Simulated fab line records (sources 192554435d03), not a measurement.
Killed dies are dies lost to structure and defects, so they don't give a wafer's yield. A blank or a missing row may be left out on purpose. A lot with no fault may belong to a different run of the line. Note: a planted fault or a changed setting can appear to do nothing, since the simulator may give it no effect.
Matching of chambers | flow n5_finfet | pecvd-01 running N5_BEOL_M0_SAQP_PECVD_97: 3 sister chambers
The step deposits SiNx from SiH4/NH3/N2, target thk 23 nm, time 19.9 s. 16 wafers are shown with their chamber, then 8 later ones without.

## WAFERS PAIRED WITH THEIR CHAMBERS
wafer  | chamber | throttle_valve_pct (%) | showerhead_vpp_V (V) | showerhead_plenum_p_Torr (Torr)
L076.1 | 1       | 42.8                   | 1047                 | 5.08
L076.3 | 2       | 40.7                   | 1067                 | 5.12
L076.6 | 1       | 42.8                   | 1050                 | 5.07
L079.3 | 0       | 37.5                   | 1186                 | 5.12
L079.4 | 1       | 42.6                   | 1040                 | 5.08
L079.6 | 0       | 37.3                   | 1208                 | 5.12
L080.1 | 1       | 42.5                   | 1045                 | 5.07
L080.2 | 0       | 37.3                   | 1193                 | 5.14
L080.6 | 1       | 42.7                   | 1012                 | 5.10
L084.1 | 1       | 42.7                   | 1036                 | 5.08
L084.3 | 0       | 37.3                   | 1190                 | 5.13
L084.4 | 1       | 42.6                   | 1033                 | 5.07
L085.3 | 0       | 37.4                   | 1179                 | 5.11
L085.5 | 1       | 42.6                   | 1039                 | 5.08
L085.6 | 2       | 40.6                   | 1056                 | 5.12
L086.1 | 1       | 42.8                   | 1036                 | 5.07

SIGNATURES, as means of the wafers listed above
reading                  | chamber 0 | chamber 1 | chamber 2 | scatter within a chamber
throttle_valve_pct       | 37.360    | 42.678    | 40.650    | 0.101
showerhead_vpp_V         | 1191.20   | 1037.56   | 1061.50   | 10.8
showerhead_plenum_p_Torr | 5.1240    | 5.0778    | 5.1200    | 0.00991
Rule: distance of a wafer from a chamber = root of the sum over the readings of ((wafer's reading minus chamber's mean) / reading's scatter) squared. The wafer belongs to the nearest chamber; if the next one is less than 2 further off, it can't be placed. The scatter is the square root of a quotient: the sum, over the shown wafers, of each reading's squared deviation from its chamber's mean, divided by wafers minus chambers.

## WAFERS WITHOUT THEIR CHAMBER
wafer  | throttle_valve_pct (%) | showerhead_vpp_V (V) | showerhead_plenum_p_Torr (Torr)
L086.2 | 40.9                   | 1039                 | 5.13
L086.5 | 40.4                   | 1023                 | 5.12
L087.2 | 42.7                   | 1023                 | 5.09
L087.4 | 40.7                   | 1023                 | 5.13
L087.6 | 37.4                   | 1195                 | 5.15
L093.3 | 37.7                   | 1188                 | 5.13
L093.4 | 42.9                   | 1046                 | 5.08
L093.5 | 42.9                   | 1057                 | 5.08

## THE CHAMBER EACH PASSED THROUGH
wafer  | from the rows above | in truth
L086.2 | 2                   | 2
L086.5 | 2                   | 2
L087.2 | 1                   | 1
L087.4 | 2                   | 2
L087.6 | 0                   | 0
L093.3 | 0                   | 0
L093.4 | 1                   | 1
L093.5 | 1                   | 1
8 of 8 placed correctly. Left unplaced by these rows: 0. Placed wrongly: 0.
